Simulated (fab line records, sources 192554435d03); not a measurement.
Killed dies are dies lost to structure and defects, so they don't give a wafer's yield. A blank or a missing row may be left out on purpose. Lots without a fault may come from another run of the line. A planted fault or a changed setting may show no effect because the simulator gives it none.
Chamber matching | flow n5_finfet | N5_BEOL_M5_CURE_80 on uv_cure-01: 3 sister chambers
The step cures SiCOH lowk, time 120 s. 6 wafers are shown with their chamber, then 7 later ones without.

WAFERS WITH THEIR CHAMBER
wafer  | chamber | wafer_temp_C_max | lamp_power_pct (%)
L075.4 | 1       | 371.0            | 52.22
L075.6 | 1       | 371.4            | 52.26
L078.4 | 2       | 371.8            | 52.37
L078.6 | 2       | 372.3            | 52.35
L085.2 | 0       | 371.4            | 52.48
L085.5 | 0       | 372.2            | 52.36

WAFERS WITHOUT THEIR CHAMBER
wafer  | wafer_temp_C_max | lamp_power_pct (%)
L085.6 | 371.8            | 52.26
L089.1 | 370.9            | 52.32
L089.4 | 371.3            | 52.26
L089.6 | 371.1            | 52.33
L093.2 | 371.4            | 52.40
L093.3 | 371.7            | 52.30
L093.4 | 372.1            | 52.39

WHICH CHAMBER EACH WENT THROUGH
wafer  | from the rows above          | in truth
L085.6 | can't be placed: 1 or 2 or 0 | 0
L089.1 | can't be placed: 1 or 2 or 0 | 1
L089.4 | 1                            | 1
L089.6 | can't be placed: 1 or 2 or 0 | 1
L093.2 | can't be placed: 0 or 2      | 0
L093.3 | can't be placed: 2 or 1 or 0 | 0
L093.4 | can't be placed: 2 or 0      | 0
Placed correctly: 1 of 7. Can't be placed from these rows: 6 (the true chamber is among the candidates in 6). Placed wrongly: 0.
How it was worked out, from the rows above alone: a wafer's distance from a chamber is the root of the sum, over the readings, of the square of ((its reading less the chamber's mean) divided by the reading's scatter). The wafer belongs to the nearest chamber; if the next one is less than 2 further off, it can't be placed. A chamber's mean is the mean of its shown wafers. The scatter: the root of (the sum of the squares of (reading less its chamber's mean) over the shown wafers, divided by (wafers less chambers)).
